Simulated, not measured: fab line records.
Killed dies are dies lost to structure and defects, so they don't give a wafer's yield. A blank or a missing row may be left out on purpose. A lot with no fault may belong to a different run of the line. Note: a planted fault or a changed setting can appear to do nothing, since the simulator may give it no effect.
fab line records	flow n5_finfet
record: lots: 6	wafers: 17	last_day: 19
route steps=1938 shown MOL_CONTACT_COAG@621 BEOL_M0_SAQP@632 BEOL_M4@1111 PASSIVATION@1936
lots that met no fault: taken from a fault-free run of the same line
start_h: hours from the record's first day to the start of the lot's first wafer shown	wait_h: hours from the lot's prior step to this one	" same as the row above	L1.1+2: a single row standing in for several wafers	- no value, or no start was given	* or withheld: withheld	< > ~ a bound
route shown NAME@n: names a module that has steps shown in the file, with the first one's number in the route	usual: mean and standard deviation over wafers with no fault	same: alike in all rows	chamber/n: place in a boat	sites: the reading at each site	_std_site: standard deviation of those values	_edge_site: outer sites' mean less inner sites'	radius_mm: for every site, how far away it sits from the centre of the wafer	mask NAME#n: copy n	behind: tool/chamber where the wafer was last shaped	hold: what put the lot on hold/how long, in hours/how the hold closed	device: names the non-switching transistor (n, p or np)	end of line: the route-end tests of the same wafers	for a step that has no rows: nothing shown but its recipe	killed: count of dies lost to structure and defects at first sort (not the wafer's yield)	map: shows each die of a wafer: x if killed, . if not, _ if none is there
set.NAME: setting as actually run; set.NAME@STEP: the setting as run at that earlier step	model.NAME: the simulator's own value behind a step, which no gauge read
a table for each step, a row for each wafer; lots at some steps of the route
services: from which hour (start_h, from the record's first day; less than 0 if before it) a tool's chamber was out of use, for how many hours, and why
== steps ==
step: N5_MOL_CONTACT_COAG_SRD_139
recipe: dry: ipa_marangoni	time_s: 30	temp_c: 23	rinse_liquid: diw
step: N5_MOL_CONTACT_COAG_CD_MEAS_101
recipe: target_cd_nm: 16
usual: cd_nm: 16.0/0.33
lot.wafer	tool	chamber	start_h	wait_h	cd_nm
L186.1	cd_sem-01	-	131.87	0.0	16.1
L186.2	"	-	"	"	15.5
L186.5	"	-	"	"	16.4
L188.1	cd_sem-01	-	144.23	0.0	16.0
L188.3	"	-	"	"	16.1
L188.6	"	-	"	"	16.1
L192.1	cd_sem-02	-	168.65	0.0	16.3
L192.2	"	-	"	"	16.0
L192.6	"	-	"	"	16.6
L194.4	cd_sem-01	-	203.75	0.0	16.1
L194.5	"	-	"	"	15.4
L194.6	"	-	"	"	15.5
L200.2	cd_sem-02	-	235.00	0.0	16.2
L200.4	"	-	"	"	16.3
L200.6	"	-	"	"	15.9
L204.5	cd_sem-03	-	252.81	0.0	15.6
L204.6	"	-	"	"	16.0
step: N5_MOL_CONTACT_COAG_PRE_CLEAN_121
recipe: gas: H2/He	time_s: *	temp_c: withheld
step: N5_MOL_CONTACT_COAG_CVD_140
recipe: material: W	target_thk_a: 665	mode: selective_fill	temp_c: 300	time_s: 215
usual: heater_power_w: 475/63
lot.wafer	tool	chamber	start_h	wait_h	heater_power_w
L186.1	cvd_w-02	1	132.01	0.1	573
L186.2	"	0	"	"	496
L186.5	"	1	"	"	591
L188.1	cvd_w-02	0	144.36	0.1	482
L188.3	"	1	"	"	576
L188.6	"	0	"	"	485
L192.1	cvd_w-02	1	168.78	0.1	569
L192.2	"	0	"	"	486
L192.6	"	0	"	"	491
L194.4	cvd_w-01	1	203.96	0.1	406
L194.5	"	1	"	"	398
L194.6	"	0	"	"	454
L200.2	cvd_w-02	1	235.13	0.1	607
L200.4	"	0	"	"	496
L200.6	"	1	"	"	588
L204.5	cvd_w-01	0	253.10	0.2	452
L204.6	"	1	"	"	399
step: N5_MOL_CONTACT_COAG_PRECLEAN_127
recipe: chemistry: DIW	time_s: 57.5	temp_c: 23
step: N5_MOL_CONTACT_COAG_SRD_128
recipe: dry_time_s: 32	dry: n2_spin	spin_rpm: 1500
step: N5_MOL_CONTACT_COAG_CMP_52
recipe: stop_on: SiO2	t_overpolish_s: 1.5	post_cmp_clean: w_dilute_nh4oh	down_force_psi: 4	platen_rpm: 50.289	pad_velocity_m_s: 1.0006	target_thk_nm: 66.5
usual: motor_current_A: 12.2/1	overpolish_run_s: 1.500/0.0095	time_to_endpoint_s: 13.4/2.3
same: t_overpolish_s: 1.5
lot.wafer	tool	chamber	start_h	wait_h	motor_current_A	overpolish_run_s	time_to_endpoint_s
L186.2	cmp-04	1	132.34	0.0	13.6	1.527	15.3
L186.1	"	2	"	"	14.0	1.515	12.3
L186.5	"	1	"	"	13.0	1.516	14.4
L188.1	cmp-02	3	144.82	0.2	11.2	1.518	13.2
L188.3	"	0	"	"	12.9	1.491	8.1
L188.6	"	2	"	"	12.9	1.486	11.6
L192.1	cmp-02	1	169.13	0.0	11.1	1.498	11.3
L192.2	"	3	"	"	12.0	1.497	16.7
L192.6	"	2	"	"	12.4	1.511	15.1
L194.4	cmp-02	0	204.26	0.1	12.7	1.491	12.5
L194.6	"	3	"	"	11.9	1.507	19.4
L194.5	"	0	"	"	12.9	1.498	13.5
L200.4	cmp-03	2	235.49	0.1	11.1	1.482	15.6
L200.2	"	3	"	"	10.8	1.501	15.3
L200.6	"	2	"	"	11.6	1.504	15.8
L204.5	cmp-02	2	253.41	0.2	11.5	1.482	13.8
L204.6	"	3	"	"	11.9	1.493	15.9
step: N5_MOL_CONTACT_COAG_THK_MEAS_53
recipe: reads: SiO2_of_MOL_CONTACT_COAG_PECVD_31
usual: VIA_MOL_THK: 44.2/0.58
lot.wafer	tool	chamber	start_h	wait_h	VIA_MOL_THK[nm]
L186.1	film_metro-02	-	132.64	-	43.0
L186.2	"	-	"	"	43.8
L186.5	"	-	"	"	44.0
L188.1	film_metro-02	-	145.04	-	44.1
L188.3	"	-	"	"	43.5
L188.6	"	-	"	"	44.3
L192.1	film_metro-02	-	169.42	-	44.1
L192.2	"	-	"	"	43.9
L192.6	"	-	"	"	44.6
L194.4	film_metro-01	-	204.52	-	44.0
L194.5	"	-	"	"	44.4
L194.6	"	-	"	"	43.9
L200.2	film_metro-02	-	235.75	-	44.5
L200.4	"	-	"	"	44.7
L200.6	"	-	"	"	44.6
L204.5	film_metro-02	-	253.55	-	44.7
L204.6	"	-	"	"	44.4
step: N5_MOL_CONTACT_COAG_ANNEAL_112
recipe: temp_c: 400	time_s: 1800	ambient: HPD2	pressure_atm: 10
usual: spike_tc_top_C: 429.2/1	wafer_temp_C_max: 400.93/0.27	zone_power_lower_pct: 9.09/0.099	zone_power_upper_pct: 8.46/0.094
lot.wafer	tool	chamber	start_h	wait_h	spike_tc_top_C	wafer_temp_C_max	zone_power_lower_pct	zone_power_upper_pct
L186.1	hp_anneal-01	0	132.66	0.0	429.5	401.31	8.96	8.47
L186.2	"	0	"	"	431.0	400.96	9.12	8.53
L186.5	"	0	"	"	429.3	400.94	8.98	8.46
L188.1	hp_anneal-01	0	145.07	0.0	428.7	400.93	9.09	8.43
L188.3	"	0	"	"	427.6	400.77	8.86	8.37
L188.6	"	0	"	"	430.4	401.30	8.97	8.26
L192.1	hp_anneal-01	0	171.56	2.1	427.7	400.94	9.24	8.38
L192.2	"	0	"	"	427.2	400.91	9.23	8.34
L192.6	"	0	"	"	427.4	401.05	9.09	8.33
L194.4	hp_anneal-01	0	204.55	0.0	428.8	400.34	9.13	8.33
L194.5	"	0	"	"	427.9	400.82	9.03	8.51
L194.6	"	0	"	"	429.8	401.23	9.21	8.59
L200.2	hp_anneal-01	0	235.78	0.0	429.0	400.43	9.15	8.33
L200.4	"	0	"	"	428.8	400.90	9.15	8.33
L200.6	"	0	"	"	428.7	401.03	9.13	8.41
L204.5	hp_anneal-01	0	253.58	0.0	430.6	400.97	9.34	8.36
L204.6	"	0	"	"	429.3	400.90	9.15	8.53
step: N5_MOL_CONTACT_COAG_INSPECT_97
recipe: inspect_instrument: darkfield	mode: post_anneal
usual: raw_defect_count: 44/20
lot.wafer	tool	chamber	start_h	wait_h	raw_defect_count
L186.1	defect_inspect-02	-	135.69	0.0	43
L186.2	"	-	"	"	46
L186.5	"	-	"	"	32
L188.1	defect_inspect-02	-	148.10	0.0	31
L188.3	"	-	"	"	32
L188.6	"	-	"	"	38
L192.1	defect_inspect-02	-	174.59	0.0	54
L192.2	"	-	"	"	42
L192.6	"	-	"	"	50
L194.4	defect_inspect-01	-	207.63	0.1	68
L194.5	"	-	"	"	52
L194.6	"	-	"	"	97
L200.2	defect_inspect-02	-	238.82	0.0	33
L200.4	"	-	"	"	40
L200.6	"	-	"	"	16
L204.5	defect_inspect-02	-	256.68	0.1	34
L204.6	"	-	"	"	30
step: N5_BEOL_M0_SAQP_PECVD_00
recipe: material: SiCN	target_thk_a: 80	temp_c: withheld	precursor: 3MS/NH3	pressure_torr: 3	rf_w: 202	time_s: 14
usual: showerhead_plenum_p_Torr: 3.667/0.015	throttle_valve_pct: 9.2/0.48
lot.wafer	tool	chamber	start_h	wait_h	showerhead_plenum_p_Torr	throttle_valve_pct
L186.1	pecvd-01	1	136.02	0.2	3.670	9.2
L186.2	"	2	"	"	3.675	8.9
L186.5	"	0	"	"	3.648	9.4
L188.1	pecvd-04	0	148.43	0.2	3.633	9.8
L188.3	"	2	"	"	3.671	9.0
L188.6	"	2	"	"	3.675	8.9
L192.1	pecvd-04	0	174.92	0.2	3.650	10.3
L192.2	"	1	"	"	3.684	9.6
L192.6	"	2	"	"	3.663	8.7
L194.4	pecvd-01	1	207.92	0.1	3.677	9.2
L194.5	"	0	"	"	3.643	9.4
L194.6	"	2	"	"	3.678	8.9
L200.2	pecvd-04	1	239.13	0.2	3.690	9.2
L200.4	"	1	"	"	3.673	9.7
L200.6	"	2	"	"	3.678	8.7
L204.5	pecvd-01	0	256.96	0.1	3.646	9.3
L204.6	"	1	"	"	3.686	8.7
step: N5_BEOL_M0_SAQP_ILD_DEP_01
recipe: material: SiOC	target_thk_a: 454.19	temp_c: 350	precursor: DEMS/O2	pressure_torr: 5	rf_w: 500	time_s: 8.7
usual: chamber_pressure_Torr: 4.999/0.011	heater_power_outer_w: 276/49	heater_power_w: 518/75	showerhead_plenum_p_Torr: 5.696/0.017	throttle_valve_pct: 12.2/0.6
lot.wafer	tool	chamber	start_h	wait_h	chamber_pressure_Torr	heater_power_outer_w	heater_power_w	showerhead_plenum_p_Torr	throttle_valve_pct
L186.1	pecvd-01	1	136.05	0.0	4.993	305	559	5.696	12.0
L186.2	"	2	"	"	5.007	233	441	5.713	11.8
L186.5	"	0	"	"	5.001	272	501	5.660	12.4
L188.1	pecvd-04	0	148.46	0.0	5.006	344	637	5.659	13.4
L188.3	"	2	"	"	5.022	302	548	5.715	11.5
L188.6	"	2	"	"	4.993	298	545	5.709	11.9
L192.1	pecvd-04	0	174.94	0.0	-	-	-	-	-
L192.2	"	1	"	"	-	-	-	-	-
L192.6	"	2	"	"	-	-	-	-	-
L194.4	pecvd-01	1	207.95	0.0	-	-	-	-	-
L194.5	"	0	"	"	-	-	-	-	-
L194.6	"	2	"	"	-	-	-	-	-
L200.2	pecvd-04	1	239.16	0.0	4.996	276	527	5.715	12.4
L200.4	"	1	"	"	5.004	279	518	5.716	12.4
L200.6	"	2	"	"	5.007	312	553	5.699	11.3
L204.5	pecvd-01	0	256.98	0.0	4.999	323	574	5.671	12.0
L204.6	"	1	"	"	4.983	303	567	5.714	12.0
step: N5_BEOL_M0_SAQP_HM_DEP_02
recipe: material: TiN	target_thk_a: 120	temp_c: 25	chamber_pressure_pa: 0.49996
usual: chamber_pressure_pa: 0.4999/0.0011	substrate_temp_c: 25.00/0.1	throttle_valve_pct: 30.3/1.1
lot.wafer	tool	chamber	start_h	wait_h	chamber_pressure_pa	substrate_temp_c	throttle_valve_pct
L186.1	pvd_sputter-01	-	136.62	0.6	0.5000	24.94	31.1
L186.2	"	-	"	"	0.5003	25.01	31.3
L186.5	"	-	"	"	0.4995	24.95	31.2
L188.1	pvd_sputter-03	-	151.42	2.9	0.5000	24.90	30.2
L188.3	"	-	"	"	0.5002	24.95	29.5
L188.6	"	-	"	"	0.4985	25.05	29.6
L192.1	pvd_sputter-02	-	175.63	0.7	0.4987	25.05	28.5
L192.2	"	-	"	"	0.4998	24.96	29.2
L192.6	"	-	"	"	0.4975	24.97	28.7
L194.4	pvd_sputter-03	-	209.60	1.6	0.5000	25.11	31.2
L194.5	"	-	"	"	0.4984	24.94	29.5
L194.6	"	-	"	"	0.4989	24.91	32.6
L200.2	pvd_sputter-02	-	239.55	0.4	0.5010	24.90	29.3
L200.4	"	-	"	"	0.5017	24.97	29.3
L200.6	"	-	"	"	0.4991	24.96	29.1
L204.5	pvd_sputter-01	-	257.40	0.4	0.4980	24.99	30.1
L204.6	"	-	"	"	0.4976	24.98	31.2
step: N5_BEOL_M4_RC_MEAS_101
usual: DIBL_N: 37.2/2.1	DIBL_P: 37.3/2.3	IOFF_N: 0.18/0.041	IOFF_P: 0.24/0.042	ION_N: 680/13	ION_P: 466/7.7	SS_N: 71.8/0.68	SS_P: 73.5/0.66	VT_N: 249/3.6	VT_P: -248/3.4
lot.wafer	tool	chamber	start_h	wait_h	DIBL_N[mV/V]	DIBL_P[mV/V]	IOFF_N[nA/um]	IOFF_P[nA/um]	ION_N[uA/um]	ION_P[uA/um]	SS_N[mV/dec]	SS_P[mV/dec]	VT_N[mV]	VT_P[mV]
L186.1	prober-02	0	204.82	0.0	38.8	39.1	0.24	0.31	688	481	72.7	74.5	241	-241
L186.2	"	0	"	"	36.3	36.9	0.18	0.26	681	472	71.4	73.7	246	-245
L186.5	"	0	"	"	36.4	35.6	0.18	0.24	674	469	72.4	73.9	248	-246
L188.1	prober-01	0	210.51	0.0	35.8	35.8	0.15	0.19	674	457	71.3	73.4	251	-253
L188.3	"	0	"	"	36.1	36.8	0.15	0.19	677	461	71.0	73.0	254	-252
L188.6	"	0	"	"	39.3	40.9	0.23	0.27	692	469	71.7	73.5	247	-250
L200.2	prober-01	0	308.52	0.6	38.6	38.9	0.16	0.22	668	455	71.4	73.9	253	-252
L200.4	"	0	"	"	35.9	35.5	0.12	0.19	665	464	71.0	72.7	252	-254
L200.6	"	0	"	"	35.9	35.1	0.13	0.18	668	458	70.6	73.4	256	-254
L204.5	prober-02	0	336.51	0.6	39.7	40.4	0.25	0.33	698	472	72.4	74.7	246	-243
L204.6	"	0	"	"	39.6	39.7	0.24	0.31	690	468	72.3	74.9	247	-244
step: N5_PASSIVATION_PROBE_49
usual: defect_limited_yield: 91.0/1.6	killed_at_M0_to_M3: 35/11	killed_at_M4_up: 14/5.3	killed_at_contacts: 13/6.7	killed_at_front_end: 41/12	killed_at_other: 3.9/2.7	killed_dies: 106/19	killed_on_rim: 14/4	killed_open: 70/14	killed_short: 35/8.8	sort_bin_5_function: 5.3/1	sort_bin_6_memory: 3.3/0.81	sort_n_pass: 1073/19	sort_yield_pct: 91.0/1.6
same: gross_dies: 1180	killed_at_back_side: 0	sort_bin_4_leakage[%]: 0	sort_bin_8_speed[%]: 0
lot.wafer	tool	chamber	start_h	wait_h	defect_limited_yield[%]	killed_at_M0_to_M3	killed_at_M4_up	killed_at_contacts	killed_at_front_end	killed_at_other	killed_dies	killed_on_rim	killed_open	killed_short	sort_bin_5_function[%]	sort_bin_6_memory[%]	sort_n_pass	sort_yield_pct[%]
L186.1	prober-02	-	319.65	0.0	91.4	50	9	15	27	1	102	14	65	33	5.4	3.1	1078	91.4
L186.2	prober-02	-	319.70	0.1	91.9	52	12	9	21	1	95	5	60	34	5.3	2.5	1085	91.9
L186.5	prober-02	-	319.85	0.2	92.6	25	10	11	38	3	87	14	55	26	3.4	2.9	1093	92.6
L188.1	prober-02	-	323.33	0.0	87.4	54	17	35	42	1	149	20	90	57	6.5	5.9	1031	87.4
L188.3	prober-02	-	323.43	0.1	90.6	34	7	13	55	2	111	17	68	35	5.3	3.5	1069	90.6
L188.6	prober-02	-	323.58	0.3	88.1	50	12	26	49	4	141	20	86	53	7.5	3.9	1039	88.1
L192.1	prober-01	-	343.75	0.0	0	1100	11	26	36	7	1180	152	79	34	95.8	4.0	0	0
L192.2	prober-01	-	343.80	0.1	0	1126	6	11	30	7	1180	152	72	42	94.9	4.6	0	0
L192.6	prober-01	-	344.00	0.3	0	1108	8	23	41	0	1180	152	82	35	96.2	3.5	0	0
L194.4	prober-02	-	358.52	0.2	0	1104	23	16	34	3	1180	152	67	40	96.8	3.0	0	0
L194.5	prober-02	-	358.57	0.2	0	1091	17	16	55	1	1180	152	82	37	95.1	4.5	0	0
L194.6	prober-02	-	358.62	0.3	0	1114	13	11	41	1	1180	152	66	38	96.5	3.1	0	0
L200.2	prober-01	-	422.83	0.1	88.8	59	9	16	46	2	132	16	96	35	5.6	5.2	1048	88.8
L200.6	prober-01	-	423.03	0.3	91.4	55	11	4	27	5	102	16	73	29	5.3	3.0	1078	91.4
killed by level:class
L186.1 BEOL_M3:geometric_particle:open=16 MOL_CONTACT_COAG:geometric_particle:open=12 BEOL_M0_SAQP:geometric_particle:short=8 FIN_SAQP:geometric_particle:open=7 BEOL_M1:geometric_particle:open=7 FIN_SAQP:geometric_particle:short=5 BEOL_M0_SAQP:geometric_particle:open=5 BEOL_M2:geometric_particle:open=4
L186.2 BEOL_M1:geometric_particle:short=12 BEOL_M0_SAQP:geometric_particle:open=8 BEOL_M3:geometric_particle:open=8 MOL_CONTACT_COAG:geometric_particle:open=7 BEOL_M0:geometric_particle:open=7 FIN_SAQP:geometric_particle:open=5 BEOL_M2:geometric_particle:open=5 FIN_SAQP:geometric_particle:short=4
L186.5 MOL_CONTACT_COAG:geometric_particle:open=10 BEOL_M1:geometric_particle:open=9 FIN_SAQP:geometric_particle:open=8 BEOL_M0_SAQP:geometric_particle:short=6 BEOL_M4:geometric_particle:open=5 HKMG_FIN:area_etch=5 STI_FIN_REVEAL:geometric_particle:open=4 FIN_SAQP:geometric_particle:short=3
L188.1 MOL_CONTACT_COAG:geometric_particle:open=28 BEOL_M0_SAQP:geometric_particle:short=20 FIN_SAQP:geometric_particle:open=17 BEOL_M0_SAQP:geometric_particle:open=10 BEOL_M0:geometric_particle:short=9 BEOL_M4:geometric_particle:open=9 MOL_CONTACT_COAG:geometric_particle:short=7 DUMMY_GATE:geometric_particle:open=6
L188.3 FIN_SAQP:geometric_particle:open=13 BEOL_M0_SAQP:geometric_particle:short=12 STI_FIN_REVEAL:geometric_particle:open=9 MOL_CONTACT_COAG:geometric_particle:open=9 BEOL_M0_SAQP:geometric_particle:open=9 HKMG_FIN:area_etch=8 FIN_SAQP:geometric_particle:short=6 DUMMY_GATE:geometric_particle:open=5
L188.6 BEOL_M0_SAQP:geometric_particle:short=20 BEOL_M0_SAQP:geometric_particle:open=19 MOL_CONTACT_COAG:geometric_particle:open=17 FIN_SAQP:geometric_particle:open=15 MOL_CONTACT_COAG:geometric_particle:short=8 STI_FIN_REVEAL:geometric_particle:open=7 FIN_SAQP:geometric_particle:short=6 DUMMY_GATE:geometric_particle:open=4
L192.1 BEOL_M0_SAQP:area_dep=1065 MOL_CONTACT_COAG:geometric_particle:open=20 BEOL_M2:geometric_particle:open=14 FIN_SAQP:geometric_particle:short=7 FIN_SAQP:geometric_particle:open=7 BEOL_M3:geometric_particle:open=7 MOL_CONTACT_COAG:geometric_particle:short=6 BEOL_M1:geometric_particle:open=6
L192.2 BEOL_M0_SAQP:area_dep=1064 BEOL_M2:geometric_particle:open=16 BEOL_M1:geometric_particle:open=10 BEOL_M3:geometric_particle:open=9 BEOL_M2:geometric_particle:short=8 FIN_SAQP:geometric_particle:open=7 MOL_CONTACT_COAG:geometric_particle:open=7 STI_FIN_REVEAL:geometric_particle:open=6
L192.6 BEOL_M0_SAQP:area_dep=1061 MOL_CONTACT_COAG:geometric_particle:open=21 STI_FIN_REVEAL:geometric_particle:open=14 BEOL_M2:geometric_particle:open=9 FIN_SAQP:geometric_particle:short=8 BEOL_M3:geometric_particle:open=8 BEOL_M0_SAQP:geometric_particle:open=8 BEOL_M0_SAQP:geometric_particle:short=8
L194.4 BEOL_M0_SAQP:area_dep=1073 FIN_SAQP:geometric_particle:short=11 BEOL_M4:geometric_particle:open=11 MOL_CONTACT_COAG:geometric_particle:open=10 BEOL_M0_SAQP:geometric_particle:open=9 FIN_SAQP:geometric_particle:open=7 BEOL_M0:geometric_particle:open=7 MOL_CONTACT_COAG:geometric_particle:short=6
L194.5 BEOL_M0_SAQP:area_dep=1061 FIN_SAQP:geometric_particle:open=19 FIN_SAQP:geometric_particle:short=13 MOL_CONTACT_COAG:geometric_particle:open=13 STI_FIN_REVEAL:geometric_particle:open=10 BEOL_M0_SAQP:geometric_particle:short=9 BEOL_M4:geometric_particle:open=8 BEOL_M3:geometric_particle:open=6
L194.6 BEOL_M0_SAQP:area_dep=1076 FIN_SAQP:geometric_particle:open=11 BEOL_M4:geometric_particle:open=9 MOL_CONTACT_COAG:geometric_particle:open=9 BEOL_M3:geometric_particle:open=9 FIN_SAQP:geometric_particle:short=8 BEOL_M0_SAQP:geometric_particle:open=7 BEOL_M0_SAQP:geometric_particle:short=7
L200.2 STI_FIN_REVEAL:geometric_particle:open=21 BEOL_M0_SAQP:geometric_particle:open=19 BEOL_M2:geometric_particle:open=15 MOL_CONTACT_COAG:geometric_particle:open=13 BEOL_M0_SAQP:geometric_particle:short=13 BEOL_M1:geometric_particle:open=8 STI_FIN_REVEAL:geometric_particle:short=6 GATE_CUT:geometric_particle:open=5
L200.6 BEOL_M2:geometric_particle:open=18 STI_FIN_REVEAL:geometric_particle:open=10 BEOL_M1:geometric_particle:open=8 BEOL_M0_SAQP:geometric_particle:short=6 BEOL_M0_SAQP:geometric_particle:open=5 BEOL_M1:geometric_particle:short=5 DUMMY_GATE:geometric_particle:open=4 BEOL_M0:geometric_particle:open=4
map L192.1 (x killed, . not)
_________________xxxxxxxxxxxx________________
______________xxxxxxxxxxxxxxxxxx_____________
___________xxxxxxxxxxxxxxxxxxxxxxxx__________
__________xxxxxxxxxxxxxxxxxxxxxxxxxx_________
________xxxxxxxxxxxxxxxxxxxxxxxxxxxxxx_______
_______xxxxxxxxxxxxxxxxxxxxxxxxxxxxxxxx______
______xxxxxxxxxxxxxxxxxxxxxxxxxxxxxxxxxx_____
_____xxxxxxxxxxxxxxxxxxxxxxxxxxxxxxxxxxxx____
____xxxxxxxxxxxxxxxxxxxxxxxxxxxxxxxxxxxxxx___
___xxxxxxxxxxxxxxxxxxxxxxxxxxxxxxxxxxxxxxxx__
___xxxxxxxxxxxxxxxxxxxxxxxxxxxxxxxxxxxxxxxx__
__xxxxxxxxxxxxxxxxxxxxxxxxxxxxxxxxxxxxxxxxxx_
__xxxxxxxxxxxxxxxxxxxxxxxxxxxxxxxxxxxxxxxxxx_
_xxxxxxxxxxxxxxxxxxxxxxxxxxxxxxxxxxxxxxxxxxxx
_xxxxxxxxxxxxxxxxxxxxxxxxxxxxxxxxxxxxxxxxxxxx
_xxxxxxxxxxxxxxxxxxxxxxxxxxxxxxxxxxxxxxxxxxxx
_xxxxxxxxxxxxxxxxxxxxxxxxxxxxxxxxxxxxxxxxxxxx
_xxxxxxxxxxxxxxxxxxxxxxxxxxxxxxxxxxxxxxxxxxxx
_xxxxxxxxxxxxxxxxxxxxxxxxxxxxxxxxxxxxxxxxxxxx
_xxxxxxxxxxxxxxxxxxxxxxxxxxxxxxxxxxxxxxxxxxxx
_xxxxxxxxxxxxxxxxxxxxxxxxxxxxxxxxxxxxxxxxxxxx
__xxxxxxxxxxxxxxxxxxxxxxxxxxxxxxxxxxxxxxxxxx_
__xxxxxxxxxxxxxxxxxxxxxxxxxxxxxxxxxxxxxxxxxx_
___xxxxxxxxxxxxxxxxxxxxxxxxxxxxxxxxxxxxxxxx__
___xxxxxxxxxxxxxxxxxxxxxxxxxxxxxxxxxxxxxxxx__
____xxxxxxxxxxxxxxxxxxxxxxxxxxxxxxxxxxxxxx___
_____xxxxxxxxxxxxxxxxxxxxxxxxxxxxxxxxxxxx____
______xxxxxxxxxxxxxxxxxxxxxxxxxxxxxxxxxx_____
_______xxxxxxxxxxxxxxxxxxxxxxxxxxxxxxxx______
________xxxxxxxxxxxxxxxxxxxxxxxxxxxxxx_______
__________xxxxxxxxxxxxxxxxxxxxxxxxxx_________
___________xxxxxxxxxxxxxxxxxxxxxxxx__________
______________xxxxxxxxxxxxxxxxxx_____________
_________________xxxxxxxxxxxx________________
map L194.4 (x killed, . not)
_________________xxxxxxxxxxxx________________
______________xxxxxxxxxxxxxxxxxx_____________
___________xxxxxxxxxxxxxxxxxxxxxxxx__________
__________xxxxxxxxxxxxxxxxxxxxxxxxxx_________
________xxxxxxxxxxxxxxxxxxxxxxxxxxxxxx_______
_______xxxxxxxxxxxxxxxxxxxxxxxxxxxxxxxx______
______xxxxxxxxxxxxxxxxxxxxxxxxxxxxxxxxxx_____
_____xxxxxxxxxxxxxxxxxxxxxxxxxxxxxxxxxxxx____
____xxxxxxxxxxxxxxxxxxxxxxxxxxxxxxxxxxxxxx___
___xxxxxxxxxxxxxxxxxxxxxxxxxxxxxxxxxxxxxxxx__
___xxxxxxxxxxxxxxxxxxxxxxxxxxxxxxxxxxxxxxxx__
__xxxxxxxxxxxxxxxxxxxxxxxxxxxxxxxxxxxxxxxxxx_
__xxxxxxxxxxxxxxxxxxxxxxxxxxxxxxxxxxxxxxxxxx_
_xxxxxxxxxxxxxxxxxxxxxxxxxxxxxxxxxxxxxxxxxxxx
_xxxxxxxxxxxxxxxxxxxxxxxxxxxxxxxxxxxxxxxxxxxx
_xxxxxxxxxxxxxxxxxxxxxxxxxxxxxxxxxxxxxxxxxxxx
_xxxxxxxxxxxxxxxxxxxxxxxxxxxxxxxxxxxxxxxxxxxx
_xxxxxxxxxxxxxxxxxxxxxxxxxxxxxxxxxxxxxxxxxxxx
_xxxxxxxxxxxxxxxxxxxxxxxxxxxxxxxxxxxxxxxxxxxx
_xxxxxxxxxxxxxxxxxxxxxxxxxxxxxxxxxxxxxxxxxxxx
_xxxxxxxxxxxxxxxxxxxxxxxxxxxxxxxxxxxxxxxxxxxx
__xxxxxxxxxxxxxxxxxxxxxxxxxxxxxxxxxxxxxxxxxx_
__xxxxxxxxxxxxxxxxxxxxxxxxxxxxxxxxxxxxxxxxxx_
___xxxxxxxxxxxxxxxxxxxxxxxxxxxxxxxxxxxxxxxx__
___xxxxxxxxxxxxxxxxxxxxxxxxxxxxxxxxxxxxxxxx__
____xxxxxxxxxxxxxxxxxxxxxxxxxxxxxxxxxxxxxx___
_____xxxxxxxxxxxxxxxxxxxxxxxxxxxxxxxxxxxx____
______xxxxxxxxxxxxxxxxxxxxxxxxxxxxxxxxxx_____
_______xxxxxxxxxxxxxxxxxxxxxxxxxxxxxxxx______
________xxxxxxxxxxxxxxxxxxxxxxxxxxxxxx_______
__________xxxxxxxxxxxxxxxxxxxxxxxxxx_________
___________xxxxxxxxxxxxxxxxxxxxxxxx__________
______________xxxxxxxxxxxxxxxxxx_____________
_________________xxxxxxxxxxxx________________
== services ==
tool	chamber	start_h	hours	kind
cvd_w-02	-	115.56	0.7	repair
cmp-04	-	121.77	4.0	pm
cvd_w-02	0	123.43	7.9	repair
cmp-04	-	125.77	-	consumable_replace:conditioner
cmp-04	-	125.77	-	consumable_replace:pad
cvd_w-01	-	142.48	6.0	pm
cmp-03	-	143.80	6.4	pm
cvd_w-01	-	152.24	0.8	repair
cmp-04	-	152.37	1.0	repair
cmp-03	-	153.79	1.2	repair
pecvd-04	0	158.87	5.5	scheduled_down
cvd_w-02	-	161.15	3.8	pm
cmp-02	-	185.74	1.9	repair
pvd_sputter-02	-	189.66	6.6	repair
cmp-03	-	201.22	11.4	pm
cvd_w-02	-	203.18	0.7	repair
pecvd-04	2	221.37	2.1	scheduled_down
pecvd-01	1	223.94	2.1	scheduled_down
cmp-03	-	224.16	0.9	repair
pecvd-01	1	231.76	22.7	repair
cmp-02	-	240.69	4.6	pm
== key ==
first_sign: step: N5_BEOL_M0_SAQP_ILD_DEP_01	reading: tool_record	direction: missing
effect: step: N5_PASSIVATION_PROBE_49	reading: killed_at_M0_to_M3	direction: up	sigmas: 94	usual: 35	struck: 1107
more_kills_born_at: N5_BEOL_M0_SAQP_ILD_DEP_01@pecvd-01: 3210	N5_BEOL_M0_SAQP_ILD_DEP_01@pecvd-04: 3184
met_at N5_BEOL_M0_SAQP_ILD_DEP_01
struck_wafers L192.1,L192.2,L192.6,L194.4,L194.5,L194.6
later_rows_left_out L192.1,L192.2,L192.6,L194.4,L194.5,L194.6
onset_between 148.46 174.94
fault: kind: skipped_step_whole	tool: pecvd-01,pecvd-04	chamber: -	onset_h: 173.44	steps: N5_BEOL_M0_SAQP_ILD_DEP_01	scope: struck_lots_only
later_rows_left_out: the simulator's readings of these wafers behind a module that went badly wrong aren't trusted and aren't shown, but for the sort
